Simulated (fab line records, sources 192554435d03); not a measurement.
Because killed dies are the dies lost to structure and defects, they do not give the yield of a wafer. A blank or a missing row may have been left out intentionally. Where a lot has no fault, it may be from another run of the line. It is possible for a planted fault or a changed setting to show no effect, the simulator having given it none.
Matching of chambers :: flow n5 finfet :: 4 sister chambers for N5_BEOL_M12_ETCH_67 on rie diel-03
The step etches SiARC in CF4, target depth 143 nm, time 238.3 s. 8 wafers are shown with their chamber, then 7 later ones without.

== WAFERS PAIRED WITH THEIR CHAMBERS ==
wafer: L078.1
chamber: 3
drypump motor current A (A): 5.5
showerhead plenum p Torr (Torr): 2.18

wafer: L082.1
chamber: 1
drypump motor current A (A): 6.4
showerhead plenum p Torr (Torr): 2.14

wafer: L082.3
chamber: 3
drypump motor current A (A): 5.4
showerhead plenum p Torr (Torr): 2.17

wafer: L091.1
chamber: 1
drypump motor current A (A): 6.3
showerhead plenum p Torr (Torr): 2.14

wafer: L091.2
chamber: 2
drypump motor current A (A): 5.4
showerhead plenum p Torr (Torr): 2.18

wafer: L091.6
chamber: 0
drypump motor current A (A): 5.8
showerhead plenum p Torr (Torr): 2.11

wafer: L092.1
chamber: 2
drypump motor current A (A): 5.3
showerhead plenum p Torr (Torr): 2.17

wafer: L092.4
chamber: 0
drypump motor current A (A): 5.8
showerhead plenum p Torr (Torr): 2.11

== WAFERS WITHOUT THEIR CHAMBER ==
wafer: L092.6
drypump motor current A (A): 5.3
showerhead plenum p Torr (Torr): 2.17

wafer: L096.4
drypump motor current A (A): 5.5
showerhead plenum p Torr (Torr): 2.16

wafer: L096.5
drypump motor current A (A): 5.4
showerhead plenum p Torr (Torr): 2.17

wafer: L096.6
drypump motor current A (A): 5.5
showerhead plenum p Torr (Torr): 2.16

wafer: L097.1
drypump motor current A (A): 5.3
showerhead plenum p Torr (Torr): 2.17

wafer: L097.4
drypump motor current A (A): 5.8
showerhead plenum p Torr (Torr): 2.10

wafer: L097.5
drypump motor current A (A): 5.4
showerhead plenum p Torr (Torr): 2.16

== THE CHAMBER EACH PASSED THROUGH ==
wafer: L092.6
from the rows above: can't be placed: 2 or 3
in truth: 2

wafer: L096.4
from the rows above: can't be placed: 3 or 2
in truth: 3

wafer: L096.5
from the rows above: can't be placed: 3 or 2
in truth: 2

wafer: L096.6
from the rows above: can't be placed: 3 or 2
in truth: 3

wafer: L097.1
from the rows above: can't be placed: 2 or 3
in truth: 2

wafer: L097.4
from the rows above: 0
in truth: 0

wafer: L097.5
from the rows above: can't be placed: 3 or 2
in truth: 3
Correctly placed: 1 of 7. These rows do not allow placing 6 (true chamber among the candidates in 6). Placed wrongly: 0.
How it was worked out, from the rows above alone: a wafer's distance from a chamber is the root of the sum, over the readings, of the square of ((its reading less the chamber's mean) divided by the reading's scatter). If the next closest chamber is less than 2 further off than the closest, the wafer can't be placed; otherwise it belongs to the closest. Each chamber's mean is taken over the wafers shown for it. The scatter: take each reading less its chamber's mean, square it, sum over the shown wafers, divide by the number of wafers less the number of chambers, and take the root.
